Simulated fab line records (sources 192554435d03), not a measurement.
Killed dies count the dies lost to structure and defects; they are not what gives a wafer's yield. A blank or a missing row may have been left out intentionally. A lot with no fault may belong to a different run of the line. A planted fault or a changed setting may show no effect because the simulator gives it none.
One fault seen from 2 desks / flow n5-finfet / each desk has only its own numbers; what lay behind them comes last

## FROM THE METROLOGY DESK
What the gauges read, lot by lot, whatever tool the lot ran on: means of the sampled wafers that have a number. The brackets show how far a lot's mean lies from the usual mean; more than 4 standard deviations puts the lot out of limits, marked OUT.
Columns: A = M15_THK at N5_BEOL_M15_THK_MEAS_50, usual 847 nm; B = M15_RS at N5_BEOL_M15_RS_MEAS_54, usual 0.0216 ohm/sq
lot=L835; first seen here=day 13 00:06; A=842; B=0.0216
lot=L838; first seen here=day 13 10:39; A=837; B=0.0218
lot=L852; first seen here=day 16 20:42; A=845; B=0.0216
lot=L851; first seen here=day 17 01:02; A=857; B=0.0214
lot=L853; first seen here=day 17 14:31; A=842; B=0.0216
lot=L855; first seen here=day 18 08:11; A=862; B=0.0214
This desk found nothing out of limits on any of the 6 lots.

## TOOL OWNER'S DESK, pecvd-03
The tool's own readings at N5_BEOL_M15_DEP_53 (deposits SiCN from 3MS/NH3, target thk 50 nm, time 17.8 s): means of the sampled wafers that have a number, for each lot that ran on this tool. The brackets show how far a lot's mean lies from the usual mean; more than 4 standard deviations puts the lot out of limits, marked OUT.
Columns: A = showerhead-plenum-p-Torr at N5_BEOL_M15_DEP_53, usual 4.169 Torr; B = showerhead-vpp-V at N5_BEOL_M15_DEP_53, usual 1627 V; C = throttle-valve-pct at N5_BEOL_M15_DEP_53, usual 18.0 %
lot=L835; first seen here=day 13 00:10; A=4.197; B=1717; C=18.9
lot=L838; first seen here=day 13 10:43; A=4.181; B=1716; C=19.1
lot=L852; first seen here=day 16 20:46; A=4.192; B=1641; C=18.0
lot=L851; first seen here=day 17 01:06; A=4.196; B=1621; C=17.9
This desk found nothing out of limits on any of the 4 lots.

## PUT TOGETHER
The metrology desk saw nothing out of limits.
Nothing out of limits was seen by the tool owner's desk.

## WHAT THE SIMULATOR HAD PUT IN
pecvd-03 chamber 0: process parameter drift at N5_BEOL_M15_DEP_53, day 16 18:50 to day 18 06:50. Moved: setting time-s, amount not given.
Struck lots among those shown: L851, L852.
